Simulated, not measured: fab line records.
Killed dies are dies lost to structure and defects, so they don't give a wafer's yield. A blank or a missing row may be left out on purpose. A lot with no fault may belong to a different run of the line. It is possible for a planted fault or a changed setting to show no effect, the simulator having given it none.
Chamber matching | flow nand_harc | rie_diel-01 running NHARC_P_GATE_STRIP_101: 4 sister chambers
The step strips in O2, time 20 s. 14 wafers are shown with their chamber, then 7 later ones without.

## WAFERS PAIRED WITH THEIR CHAMBERS
wafer  | chamber | drypump_motor_current_A (A) | oes_product_au (a.u.) | showerhead_plenum_p_Torr (Torr)
L627.3 | 2       | 5.70                        | 0.987                 | 3.64
L627.5 | 3       | 5.04                        | 1.008                 | 3.68
L627.6 | 0       | 5.46                        | 1.017                 | 3.56
L628.1 | 0       | 5.53                        | 1.020                 | 3.56
L628.3 | 2       | 5.68                        | 0.987                 | 3.64
L628.4 | 1       | 5.63                        | 1.003                 | 3.28
L637.2 | 1       | 5.64                        | 1.008                 | 3.80
L637.5 | 1       | 5.64                        | 0.982                 | 3.80
L637.6 | 2       | 5.69                        | 0.994                 | 3.63
L640.2 | 1       | 5.61                        | 0.994                 | 3.80
L640.4 | 0       | 5.51                        | 1.000                 | 3.55
L640.5 | 2       | 5.68                        | 0.992                 | 3.63
L642.3 | 2       | 5.69                        | 0.994                 | 3.63
L642.5 | 1       | 5.64                        | 0.987                 | 3.80

SIGNATURES (averages over the wafers above)
reading                  | chamber 0 | chamber 1 | chamber 2 | chamber 3 | scatter within a chamber
drypump_motor_current_A  | 5.5000    | 5.6320    | 5.6880    | 5.0400    | 0.0189
oes_product_au           | 1.01233   | 0.99480   | 0.99080   | 1.00800   | 0.00866
showerhead_plenum_p_Torr | 3.5567    | 3.6960    | 3.6340    | 3.6800    | 0.147
Rule: a wafer's distance from a chamber is the root of the sum, over the readings, of the square of ((its reading less the chamber's mean) divided by the reading's scatter). The wafer belongs to the nearest chamber; if the next one is less than 2 further off, it can't be placed. The scatter is the square root of a quotient: the sum, over the shown wafers, of each reading's squared deviation from its chamber's mean, divided by wafers minus chambers.

## WAFERS WITHOUT THEIR CHAMBER
wafer  | drypump_motor_current_A (A) | oes_product_au (a.u.) | showerhead_plenum_p_Torr (Torr)
L642.6 | 5.68                        | 0.998                 | 3.63
L641.1 | 5.01                        | 0.989                 | 3.67
L641.3 | 5.64                        | 0.980                 | 3.80
L641.5 | 5.65                        | 0.986                 | 3.80
L647.1 | 5.71                        | 1.007                 | 3.62
L647.4 | 5.07                        | 0.986                 | 3.66
L647.6 | 5.53                        | 1.012                 | 3.54

## WHICH CHAMBER EACH ONE RAN IN
wafer  | from the rows above     | in truth
L642.6 | can't be placed: 2 or 1 | 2
L641.1 | 3                       | 3
L641.3 | can't be placed: 1 or 2 | 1
L641.5 | can't be placed: 1 or 2 | 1
L647.1 | 2                       | 2
L647.4 | 3                       | 3
L647.6 | 0                       | 0
Correctly placed: 4 of 7. From these rows, 3 cannot be placed; in 3 the true chamber is one of the candidates. Wrongly placed: 0.
